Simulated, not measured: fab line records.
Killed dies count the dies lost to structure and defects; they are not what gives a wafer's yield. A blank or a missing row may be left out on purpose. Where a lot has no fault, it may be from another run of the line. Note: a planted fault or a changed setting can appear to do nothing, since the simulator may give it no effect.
fab line records -- flow nand_harc
[record] lots = 7, wafers = 21, last_day = 23
route steps=1159 shown A_CHANNEL_HOLE_D1@486 A_CHANNEL_FILL_D1@490 END@1159
lots that met no fault: taken from a fault-free run of the same line
start_h: hours from the record's opening day to when the first of the lot's shown wafers began -- wait_h: hours since the lot's step before -- " unchanged from the row above -- L1.1+2: several wafers, shown together as one row -- - value missing, or start not given -- * or withheld: withheld -- < > ~ a bound
route shown NAME@n: NAME is a module with steps in the file, n the number in the route of the first one -- usual: mean/standard deviation taken from wafers without a fault -- same: alike in all rows -- chamber/n: place in a boat -- sites: readings site by site -- _std_site: standard deviation across them -- _edge_site: mean of outer sites minus mean of inner sites -- radius_mm: for every site, how far away it sits from the centre of the wafer -- mask NAME#n: copy n -- behind: the tool/chamber that last shaped the wafer -- hold: why the lot went on hold/how many hours it stayed there/how the hold came to an end -- device: the n, p or np transistor that did not switch -- end of line: the same wafers' tests at the end of the route -- a step without rows: its recipe alone -- killed: dies lost to structure and defects at the first sort, not the wafer's yield -- map: dies across one wafer; x = killed, . = not, _ = none there
set.NAME: the setting that was run; set.NAME@STEP: the one run at that earlier step -- model.NAME: the simulator's own value behind a step, which no gauge read
certain route steps with their lots: each step a table, each wafer a row
services: when a tool's chamber went out of use (start_h, in hours from the record's first day, below 0 if earlier), for how many hours, and the reason
[[steps]]
[step NHARC_A_CHANNEL_HOLE_D1_SRD_29]
[step NHARC_A_CHANNEL_HOLE_D1_CD_MEAS_30]
[usual] cd_nm = 89.8/1.7
lot.wafer,tool,chamber,start_h,wait_h,cd_nm
L273.2,cd_sem-01,-,207.13,-,89.6
L273.3,cd_sem-01,-,207.13,-,88.8
L273.5,cd_sem-01,-,207.13,-,91.8
L272.2,cd_sem-01,-,211.33,-,89.2
L272.3,cd_sem-01,-,211.33,-,88.3
L272.4,cd_sem-01,-,211.33,-,87.0
L274.3,cd_sem-03,-,217.71,-,86.6
L274.5,cd_sem-03,-,217.71,-,88.8
L274.6,cd_sem-03,-,217.71,-,88.2
L276.1,cd_sem-02,-,222.49,-,86.9
L276.2,cd_sem-02,-,222.49,-,88.9
L276.3,cd_sem-02,-,222.49,-,93.6
L281.2,cd_sem-03,-,253.62,-,90.4
L281.3,cd_sem-03,-,253.62,-,89.9
L281.4,cd_sem-03,-,253.62,-,89.7
L284.1,cd_sem-03,-,279.96,-,87.4
L284.3,cd_sem-03,-,279.96,-,89.5
L284.6,cd_sem-03,-,279.96,-,90.1
L288.1,cd_sem-02,-,306.19,-,91.5
L288.3,cd_sem-02,-,306.19,-,86.5
L288.4,cd_sem-02,-,306.19,-,89.9
[step NHARC_A_CHANNEL_HOLE_D1_XSEM_31]
[recipe] landing_energy_ev = 35000
[usual] bot_cd_nm = 74.3/1.7, bow_nm = 8.64/0.28, tilt_deg = 0.07/0.046
lot.wafer,tool,chamber,start_h,wait_h,bot_cd_nm,bow_nm,tilt_deg
L273.2,xsem-01,0,207.22,0.1,74.5,8.54,0.14
L273.3,xsem-01,0,207.22,0.1,73.5,8.48,0.14
L273.5,xsem-01,0,207.22,0.1,76.5,8.53,0.14
L272.2,xsem-01,0,211.42,0.1,73.2,8.54,0.04
L272.3,xsem-01,0,211.42,0.1,72.0,8.60,0.04
L272.4,xsem-01,0,211.42,0.1,71.3,8.57,0.04
L274.3,xsem-02,0,217.80,0.1,70.8,8.40,0.15
L274.5,xsem-02,0,217.80,0.1,73.7,8.33,0.15
L274.6,xsem-02,0,217.80,0.1,72.6,8.33,0.15
L276.1,xsem-01,0,222.58,0.1,70.6,8.68,0.04
L276.2,xsem-01,0,222.58,0.1,73.2,8.68,0.04
L276.3,xsem-01,0,222.58,0.1,77.9,8.66,0.04
L281.2,xsem-01,0,253.70,0.1,74.9,9.13,0.04
L281.3,xsem-01,0,253.70,0.1,74.6,9.11,0.04
L281.4,xsem-01,0,253.70,0.1,73.1,9.10,0.04
L284.1,xsem-01,0,280.05,0.1,72.0,8.98,0.10
L284.3,xsem-01,0,280.05,0.1,74.2,9.04,0.10
L284.6,xsem-01,0,280.05,0.1,74.7,8.99,0.10
L288.1,xsem-01,0,306.28,0.1,77.4,8.70,0.03
L288.3,xsem-01,0,306.28,0.1,71.8,8.59,0.03
L288.4,xsem-01,0,306.28,0.1,74.7,8.65,0.03
[step NHARC_A_CHANNEL_HOLE_D1_INSPECT_40]
[usual] raw_defect_count = 62/18
lot.wafer,tool,chamber,start_h,wait_h,raw_defect_count
L273.2,defect_inspect-01,-,207.33,-,52
L273.3,defect_inspect-01,-,207.33,-,72
L273.5,defect_inspect-01,-,207.33,-,50
L272.2,defect_inspect-02,-,211.51,-,64
L272.3,defect_inspect-02,-,211.51,-,68
L272.4,defect_inspect-02,-,211.51,-,74
L274.3,defect_inspect-02,-,217.89,-,53
L274.5,defect_inspect-02,-,217.89,-,63
L274.6,defect_inspect-02,-,217.89,-,63
L276.1,defect_inspect-01,-,222.69,-,88
L276.2,defect_inspect-01,-,222.69,-,79
L276.3,defect_inspect-01,-,222.69,-,45
L281.2,defect_inspect-01,-,253.80,-,49
L281.3,defect_inspect-01,-,253.80,-,51
L281.4,defect_inspect-01,-,253.80,-,49
L284.1,defect_inspect-01,-,280.14,-,73
L284.3,defect_inspect-01,-,280.14,-,41
L284.6,defect_inspect-01,-,280.14,-,57
L288.1,defect_inspect-01,-,306.38,-,78
L288.3,defect_inspect-01,-,306.38,-,63
L288.4,defect_inspect-01,-,306.38,-,110
[step NHARC_A_CHANNEL_FILL_D1_PRECLEAN_00]
[recipe] time_s = *, temp_c = 50, bath_age_min = 0, chemistry = SC1
[step NHARC_A_CHANNEL_FILL_D1_SRD_01]
[step NHARC_A_CHANNEL_FILL_D1_ALD_02]
[recipe] target_thk_a = 60, pulse_time_s = 10, ald_cycles = 60, temp_c = 300, material = SiO2
[usual] heater_power_outer_w = 269/23, heater_power_w = 476/35, precursor_pulse_height_rel = 1.000/0.019
[same] ald_cycles = 60
lot.wafer,tool,chamber,start_h,wait_h,heater_power_outer_w,heater_power_w,precursor_pulse_height_rel
L273.2,ald_hk-02,0,207.59,-,273,429,1.005
L273.3,ald_hk-02,2,207.59,-,280,522,0.999
L273.5,ald_hk-02,0,207.59,-,257,439,1.001
L272.3,ald_hk-02,0,211.70,-,262,436,1.008
L272.4,ald_hk-02,2,211.70,-,282,534,1.033
L272.2,ald_hk-02,3,211.70,-,313,528,0.983
L274.3,ald_hk-01,0,218.16,-,292,503,0.977
L274.5,ald_hk-01,3,218.16,-,267,507,1.013
L274.6,ald_hk-01,0,218.16,-,293,505,0.976
L276.1,ald_hk-02,0,223.44,-,267,437,1.009
L276.3,ald_hk-02,1,223.44,-,272,462,0.987
L276.2,ald_hk-02,3,223.44,-,317,505,1.001
L281.3,ald_hk-04,0,253.99,-,273,439,1.011
L281.2,ald_hk-04,1,253.99,-,258,439,1.019
L281.4,ald_hk-04,2,253.99,-,268,488,1.016
L284.1,ald_hk-01,2,280.63,-,251,473,0.970
L284.3,ald_hk-01,3,280.63,-,257,485,0.972
L284.6,ald_hk-01,0,280.63,-,300,518,1.000
L288.4,ald_hk-01,3,306.57,-,267,469,0.957
L288.1,ald_hk-01,1,306.57,-,234,438,0.996
L288.3,ald_hk-01,2,306.57,-,254,481,0.998
[step NHARC_A_CHANNEL_FILL_D1_ALD_03]
[recipe] target_thk_a = 60, pulse_time_s = 60, ald_cycles = 58, temp_c = 630, pressure_torr = 2, material = SiNx
[usual] precursor_pulse_height_rel = 1.001/0.019
[same] ald_cycles = 58
lot.wafer,tool,chamber,start_h,wait_h,precursor_pulse_height_rel
L273.2,ald_sin_batch-02,0,-,-,0.981
L273.3,ald_sin_batch-02,0,-,-,1.010
L273.5,ald_sin_batch-02,0,-,-,0.976
L272.2,ald_sin_batch-01,0,-,-,0.994
L272.3,ald_sin_batch-01,0,-,-,0.995
L272.4,ald_sin_batch-01,0,-,-,1.009
L274.3,ald_sin_batch-01,0,-,-,0.994
L274.5,ald_sin_batch-01,0,-,-,1.003
L274.6,ald_sin_batch-01,0,-,-,0.982
L276.1,ald_sin_batch-02,0,-,-,1.031
L276.2,ald_sin_batch-02,0,-,-,0.993
L276.3,ald_sin_batch-02,0,-,-,1.005
L281.2,ald_sin_batch-02,0,-,-,1.014
L281.3,ald_sin_batch-02,0,-,-,1.039
L281.4,ald_sin_batch-02,0,-,-,0.995
L284.1,ald_sin_batch-01,0,-,-,0.984
L284.3,ald_sin_batch-01,0,-,-,0.988
L284.6,ald_sin_batch-01,0,-,-,1.025
L288.1,ald_sin_batch-01,0,-,-,1.015
L288.3,ald_sin_batch-01,0,-,-,1.026
L288.4,ald_sin_batch-01,0,-,-,0.990
[step NHARC_A_CHANNEL_FILL_D1_ALD_14]
[recipe] target_thk_a = 25, pulse_time_s = 10, ald_cycles = 25, temp_c = 300, material = SiO2
[step NHARC_A_CHANNEL_FILL_D1_ALD_15]
[recipe] target_thk_a = 20, pulse_time_s = 60, ald_cycles = 19, temp_c = 630, pressure_torr = 2, material = SiNx
[usual] precursor_pulse_height_rel = 1.000/0.02
[same] ald_cycles = 19
lot.wafer,tool,chamber,start_h,wait_h,precursor_pulse_height_rel
L273.2,ald_sin_batch-02,0,-,-,0.966
L273.3,ald_sin_batch-02,0,-,-,1.034
L273.5,ald_sin_batch-02,0,-,-,0.973
L272.2,ald_sin_batch-03,0,-,-,1.031
L272.3,ald_sin_batch-03,0,-,-,0.996
L272.4,ald_sin_batch-03,0,-,-,0.988
L274.3,ald_sin_batch-03,0,-,-,0.989
L274.5,ald_sin_batch-03,0,-,-,1.022
L274.6,ald_sin_batch-03,0,-,-,0.998
L276.1,ald_sin_batch-01,0,-,-,1.007
L276.2,ald_sin_batch-01,0,-,-,0.963
L276.3,ald_sin_batch-01,0,-,-,1.015
L281.2,ald_sin_batch-03,0,264.12,3.0,1.030
L281.3,ald_sin_batch-03,0,264.12,3.0,1.016
L281.4,ald_sin_batch-03,0,264.12,3.0,1.010
L284.1,ald_sin_batch-02,0,291.15,3.1,0.980
L284.3,ald_sin_batch-02,0,291.15,3.1,0.983
L284.6,ald_sin_batch-02,0,291.15,3.1,1.027
L288.1,ald_sin_batch-01,0,-,-,0.990
L288.3,ald_sin_batch-01,0,-,-,0.998
L288.4,ald_sin_batch-01,0,-,-,0.993
[step NHARC_A_CHANNEL_FILL_D1_ALD_16]
[recipe] target_thk_a = 15, pulse_time_s = 10, ald_cycles = 15, temp_c = 300, material = SiO2
[step NHARC_A_CHANNEL_FILL_D1_ANNEAL_17]
[recipe] temp_c = 850, time_s = 1800
[step NHARC_A_CHANNEL_FILL_D1_CVD_18]
[recipe] target_thk_a = 30, temp_c = 550, material = poly-Si
[usual] spike_tc_bottom_C = 572.5/1.1
lot.wafer,tool,chamber,start_h,wait_h,spike_tc_bottom_C
L273.2,lpcvd_poly-01,0,229.73,-,573.2
L273.3,lpcvd_poly-01,0,229.73,-,572.5
L273.5,lpcvd_poly-01,0,229.73,-,575.5
L272.2,lpcvd_poly-04,0,233.42,-,573.7
L272.3,lpcvd_poly-04,0,233.42,-,571.3
L272.4,lpcvd_poly-04,0,233.42,-,571.8
L272.2,lpcvd_poly-04,0,235.63,0.5,571.2
L272.3,lpcvd_poly-04,0,235.63,0.5,570.6
L272.4,lpcvd_poly-04,0,235.63,0.5,570.6
L274.3,lpcvd_poly-01,0,240.09,-,573.7
L274.5,lpcvd_poly-01,0,240.09,-,573.0
L274.6,lpcvd_poly-01,0,240.09,-,574.1
L274.3,lpcvd_poly-03,0,242.33,0.5,571.9
L274.5,lpcvd_poly-03,0,242.33,0.5,571.4
L274.6,lpcvd_poly-03,0,242.33,0.5,572.5
L276.1,lpcvd_poly-03,0,250.21,-,573.8
L276.2,lpcvd_poly-03,0,250.21,-,571.1
L276.3,lpcvd_poly-03,0,250.21,-,572.0
L276.1,lpcvd_poly-03,0,252.42,0.5,573.6
L276.2,lpcvd_poly-03,0,252.42,0.5,572.6
L276.3,lpcvd_poly-03,0,252.42,0.5,575.5
L281.2,lpcvd_poly-03,0,277.97,-,571.7
L281.3,lpcvd_poly-03,0,277.97,-,572.0
L281.4,lpcvd_poly-03,0,277.97,-,574.0
L284.1,lpcvd_poly-01,0,302.92,-,573.4
L284.3,lpcvd_poly-01,0,302.92,-,573.5
L284.6,lpcvd_poly-01,0,302.92,-,571.9
L288.1,lpcvd_poly-01,0,328.84,-,571.0
L288.3,lpcvd_poly-01,0,328.84,-,573.6
L288.4,lpcvd_poly-01,0,328.84,-,573.8
[step NHARC_A_CHANNEL_FILL_D1_ETCHBACK_19]
[recipe] target_depth_a = 50, time_s = 1.7, hbr_flow_sccm = 150, cl2_flow_sccm = 50, rf_w = 400, icp_w = 400, bias_w = 100, chemistry = HBr/Cl2
[usual] drypump_motor_current_A = 5.8/0.53, oes_product_au = 1.002/0.015, throttle_valve_pct = 26.406/0.0094
lot.wafer,tool,chamber,start_h,wait_h,drypump_motor_current_A,oes_product_au,rf_hours_counter_h,throttle_valve_pct
L273.2,rie_si-01,2,231.85,0.4,5.4,0.982,0.7,26.396
L273.3,rie_si-01,0,231.85,0.4,6.1,1.015,0.9,26.395
L273.5,rie_si-01,1,231.85,0.4,5.5,1.012,-,26.410
L272.3,rie_si-04,2,238.03,0.7,4.7,1.028,1.2,26.400
L272.2,rie_si-04,3,238.03,0.7,5.9,1.012,1.3,26.398
L272.4,rie_si-04,0,238.03,0.7,6.5,0.999,1.3,26.402
L274.3,rie_si-04,1,244.76,0.7,6.6,1.000,1.2,26.411
L274.5,rie_si-04,1,244.76,0.7,6.6,1.004,-,26.403
L274.6,rie_si-04,2,244.76,0.7,4.7,1.020,-,26.399
L276.3,rie_si-04,3,254.83,0.7,5.9,1.005,1.4,26.403
L276.1,rie_si-04,0,254.83,0.7,6.6,0.994,1.5,26.411
L276.2,rie_si-04,2,254.83,0.7,4.7,1.032,1.4,26.390
L281.2,rie_si-01,3,280.08,0.4,5.8,0.985,1.4,26.397
L281.3,rie_si-01,0,280.08,0.4,6.1,0.995,1.4,26.397
L281.4,rie_si-01,1,280.08,0.4,5.5,1.011,1.2,26.412
L284.1,rie_si-04,1,305.02,0.4,6.7,1.004,0.1,26.398
L284.3,rie_si-04,3,305.02,0.4,5.9,0.993,0.1,26.385
L284.6,rie_si-04,1,305.02,0.4,6.6,0.999,-,26.421
L288.3,rie_si-04,0,330.89,0.4,6.5,1.007,0.4,26.396
L288.1,rie_si-04,1,330.89,0.4,6.6,1.001,0.5,26.408
L288.4,rie_si-04,2,330.89,0.4,4.7,1.005,0.5,26.413
[step NHARC_END_SORT_01]
[recipe] temp_c = 25
[usual] killed_at_array = 25/7.8, killed_at_other = 0.6/0.81, killed_at_periphery = 3.3/2.2, killed_dies = 29/8.2, killed_open = 3.5/1.9, killed_short = 1.8/1.3
[same] gross_dies = 677
lot.wafer,tool,chamber,start_h,wait_h,killed_at_array,killed_at_other,killed_at_periphery,killed_dies,killed_open,killed_short
L272.2,prober-02,0,472.05,2.8,671,3,3,677,3,2
L272.3,prober-02,0,472.85,3.1,673,3,1,677,1,2
L272.4,prober-02,0,473.64,3.4,675,0,2,677,2,1
L274.3,prober-01,0,480.53,3.1,676,0,1,677,5,0
L274.5,prober-01,0,482.14,3.7,674,0,3,677,3,2
L274.6,prober-01,0,482.94,4.0,675,0,2,677,3,3
L276.1,prober-01,0,500.19,2.5,669,0,8,677,4,2
L276.2,prober-01,0,500.98,2.8,673,1,3,677,4,2
L276.3,prober-01,0,501.76,3.1,671,1,5,677,0,1
// killed by level:class
L272.2 A_CHANNEL_FILL_D1:area_cvd=646 A_CHANNEL_HOLE_D1:chamber_film_flake=8 A_SLIT:chamber_film_flake=6 A_STAIRCASE:chamber_film_flake=5 THIN_TSV:chamber_film_flake=3 A_WL_FILL:chamber_film_flake=2 P_CONTACT:geometric_particle:short=1 P_M0:geometric_particle:open=1
L272.3 A_CHANNEL_FILL_D1:area_cvd=647 A_CHANNEL_HOLE_D1:chamber_film_flake=12 A_SLIT:chamber_film_flake=11 THIN_TSV:chamber_film_flake=2 A_SGD_CUT:geometric_particle:short=1 A_BLC:geometric_particle:open=1 P_GATE:chamber_film_flake=1 STARTING-WAFER:geometric_particle:short=1
L272.4 A_CHANNEL_FILL_D1:area_cvd=652 A_SLIT:chamber_film_flake=7 A_CHANNEL_HOLE_D1:chamber_film_flake=7 A_CONTACT:chamber_film_flake=4 P_STI:chamber_film_flake=2 A_ONON_D1:geometric_particle:short=1 A_WL_FILL:geometric_particle:open=1 A_M0:geometric_particle:open=1
L274.3 A_CHANNEL_FILL_D1:area_cvd=649 A_SLIT:chamber_film_flake=10 A_CHANNEL_HOLE_D1:chamber_film_flake=6 A_CONTACT:chamber_film_flake=3 A_ZERO_WELL:chamber_film_flake=2 A_CHANNEL_HOLE_D1:geometric_particle:open=1 A_WL_FILL:geometric_particle:open=1 A_CONTACT:geometric_particle:open=1
L274.5 A_CHANNEL_FILL_D1:area_cvd=637 A_CHANNEL_HOLE_D1:chamber_film_flake=17 A_SLIT:chamber_film_flake=14 P_ZERO_WELL:chamber_film_flake=2 A_CONTACT:chamber_film_flake=2 P_M0:geometric_particle:open=1 A_SOURCE_PLATE:geometric_particle:open=1 A_CHANNEL_FILL_D1:geometric_particle:short=1
L274.6 A_CHANNEL_FILL_D1:area_cvd=647 A_SLIT:chamber_film_flake=11 A_CHANNEL_HOLE_D1:chamber_film_flake=9 A_CONTACT:chamber_film_flake=3 A_M0:geometric_particle:open=2 P_CONTACT:geometric_particle:open=1 A_ONON_D1:geometric_particle:short=1 A_CHANNEL_HOLE_D1:geometric_particle:short=1
L276.1 A_CHANNEL_FILL_D1:area_cvd=626 A_CHANNEL_FILL_D1:unspecified=21 A_CHANNEL_HOLE_D1:chamber_film_flake=13 P_GATE:chamber_film_flake=5 A_ONON_D1:geometric_particle:open=2 A_BONDPAD:chamber_film_flake=2 P_M0:geometric_particle:short=1 A_CHANNEL_HOLE_D1:geometric_particle:short=1
L276.2 A_CHANNEL_FILL_D1:area_cvd=625 A_CHANNEL_FILL_D1:unspecified=28 A_CHANNEL_HOLE_D1:chamber_film_flake=7 A_BONDPAD:chamber_film_flake=3 A_CONTACT:geometric_particle:open=2 A_WL_FILL:chamber_film_flake=2 A_CONTACT:chamber_film_flake=2 P_GATE:geometric_particle:open=1
L276.3 A_CHANNEL_FILL_D1:area_cvd=629 A_CHANNEL_FILL_D1:unspecified=27 A_CHANNEL_HOLE_D1:chamber_film_flake=7 A_BONDPAD:chamber_film_flake=5 P_GATE:chamber_film_flake=3 A_M1:geometric_particle:short=1 P_STI:chamber_film_flake=1 P_CONTACT:chamber_film_flake=1
// map L272.2 (x killed, . not)
____________x____________
_________xxxxxxx_________
_______xxxxxxxxxxx_______
______xxxxxxxxxxxxx______
_____xxxxxxxxxxxxxxx_____
____xxxxxxxxxxxxxxxxx____
____xxxxxxxxxxxxxxxxx____
___xxxxxxxxxxxxxxxxxxx___
___xxxxxxxxxxxxxxxxxxx___
__xxxxxxxxxxxxxxxxxxxxx__
__xxxxxxxxxxxxxxxxxxxxx__
_xxxxxxxxxxxxxxxxxxxxxxx_
_xxxxxxxxxxxxxxxxxxxxxxx_
_xxxxxxxxxxxxxxxxxxxxxxx_
_xxxxxxxxxxxxxxxxxxxxxxx_
_xxxxxxxxxxxxxxxxxxxxxxx_
xxxxxxxxxxxxxxxxxxxxxxxxx
xxxxxxxxxxxxxxxxxxxxxxxxx
xxxxxxxxxxxxxxxxxxxxxxxxx
xxxxxxxxxxxxxxxxxxxxxxxxx
xxxxxxxxxxxxxxxxxxxxxxxxx
_xxxxxxxxxxxxxxxxxxxxxxx_
_xxxxxxxxxxxxxxxxxxxxxxx_
_xxxxxxxxxxxxxxxxxxxxxxx_
_xxxxxxxxxxxxxxxxxxxxxxx_
_xxxxxxxxxxxxxxxxxxxxxxx_
__xxxxxxxxxxxxxxxxxxxxx__
__xxxxxxxxxxxxxxxxxxxxx__
___xxxxxxxxxxxxxxxxxxx___
___xxxxxxxxxxxxxxxxxxx___
____xxxxxxxxxxxxxxxxx____
____xxxxxxxxxxxxxxxxx____
_____xxxxxxxxxxxxxxx_____
______xxxxxxxxxxxxx______
_______xxxxxxxxxxx_______
_________xxxxxxx_________
____________x____________
// map L274.3 (x killed, . not)
____________x____________
_________xxxxxxx_________
_______xxxxxxxxxxx_______
______xxxxxxxxxxxxx______
_____xxxxxxxxxxxxxxx_____
____xxxxxxxxxxxxxxxxx____
____xxxxxxxxxxxxxxxxx____
___xxxxxxxxxxxxxxxxxxx___
___xxxxxxxxxxxxxxxxxxx___
__xxxxxxxxxxxxxxxxxxxxx__
__xxxxxxxxxxxxxxxxxxxxx__
_xxxxxxxxxxxxxxxxxxxxxxx_
_xxxxxxxxxxxxxxxxxxxxxxx_
_xxxxxxxxxxxxxxxxxxxxxxx_
_xxxxxxxxxxxxxxxxxxxxxxx_
_xxxxxxxxxxxxxxxxxxxxxxx_
xxxxxxxxxxxxxxxxxxxxxxxxx
xxxxxxxxxxxxxxxxxxxxxxxxx
xxxxxxxxxxxxxxxxxxxxxxxxx
xxxxxxxxxxxxxxxxxxxxxxxxx
xxxxxxxxxxxxxxxxxxxxxxxxx
_xxxxxxxxxxxxxxxxxxxxxxx_
_xxxxxxxxxxxxxxxxxxxxxxx_
_xxxxxxxxxxxxxxxxxxxxxxx_
_xxxxxxxxxxxxxxxxxxxxxxx_
_xxxxxxxxxxxxxxxxxxxxxxx_
__xxxxxxxxxxxxxxxxxxxxx__
__xxxxxxxxxxxxxxxxxxxxx__
___xxxxxxxxxxxxxxxxxxx___
___xxxxxxxxxxxxxxxxxxx___
____xxxxxxxxxxxxxxxxx____
____xxxxxxxxxxxxxxxxx____
_____xxxxxxxxxxxxxxx_____
______xxxxxxxxxxxxx______
_______xxxxxxxxxxx_______
_________xxxxxxx_________
____________x____________
[[services]]
tool,chamber,start_h,hours,kind
ald_hk-04,-,189.11,10.0,pm
ald_hk-02,-,191.43,0.3,repair
ald_hk-01,-,229.23,10.0,pm
ald_hk-01,0,229.23,10.0,vent_cycle
ald_hk-01,1,229.23,10.0,vent_cycle
rie_si-01,1,253.67,3.6,repair
ald_sin_batch-01,-,255.99,16.4,repair
rie_si-01,-,256.83,1.3,repair
rie_si-04,-,276.00,9.0,pm
rie_si-04,0,276.00,9.0,vent_cycle
rie_si-04,1,276.00,9.0,vent_cycle
rie_si-04,2,276.00,9.0,vent_cycle
rie_si-04,3,276.00,9.0,vent_cycle
ald_hk-02,-,280.82,10.0,pm
rie_si-04,0,285.00,-,clean
rie_si-04,1,285.00,-,clean
rie_si-04,2,285.00,-,clean
rie_si-04,3,285.00,-,clean
lpcvd_poly-01,-,297.46,2.8,repair
ald_hk-01,-,301.37,1.0,repair
xsem-02,-,302.00,14.0,pm
rie_si-01,-,304.00,9.0,pm
ald_sin_batch-03,-,314.00,26.0,pm
lpcvd_poly-04,-,314.00,26.0,pm
[[key]]
[first_sign] step = NHARC_A_CHANNEL_FILL_D1_CVD_18, reading = visit, direction = added
[effect] step = NHARC_END_SORT_01, reading = killed_at_array, direction = up, sigmas = 83, usual = 25, struck = 673
[more_kills_born_at] NHARC_A_CHANNEL_FILL_D1_CVD_18@lpcvd_poly-03 = 3813, NHARC_A_CHANNEL_FILL_D1_CVD_18@lpcvd_poly-04 = 1945
met_at NHARC_A_CHANNEL_FILL_D1_CVD_18
struck_wafers L272.2,L272.3,L272.4,L274.3,L274.5,L274.6,L276.1,L276.2,L276.3
later_rows_left_out L272.2,L272.3,L272.4,L274.3,L274.5,L274.6,L276.1,L276.2,L276.3
tester_left_out L272,L274,L276
[fault] kind = repeated_step_whole, tool = lpcvd_poly-01,lpcvd_poly-03,lpcvd_poly-04, chamber = -, onset_h = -, steps = NHARC_A_CHANNEL_FILL_D1_CVD_18, times = 1, scope = struck_lots_only
// tester_left_out: of these lots the tester's yield and bins aren't shown, on N5 and GAA mostly nor the transistor test; their killed dies are dies lost to structure and defects alone, not to doping, threshold or leakage, so they don't give the yield
// later_rows_left_out: the simulator's readings of these wafers behind a module that went badly wrong aren't trusted and aren't shown, but for the sort
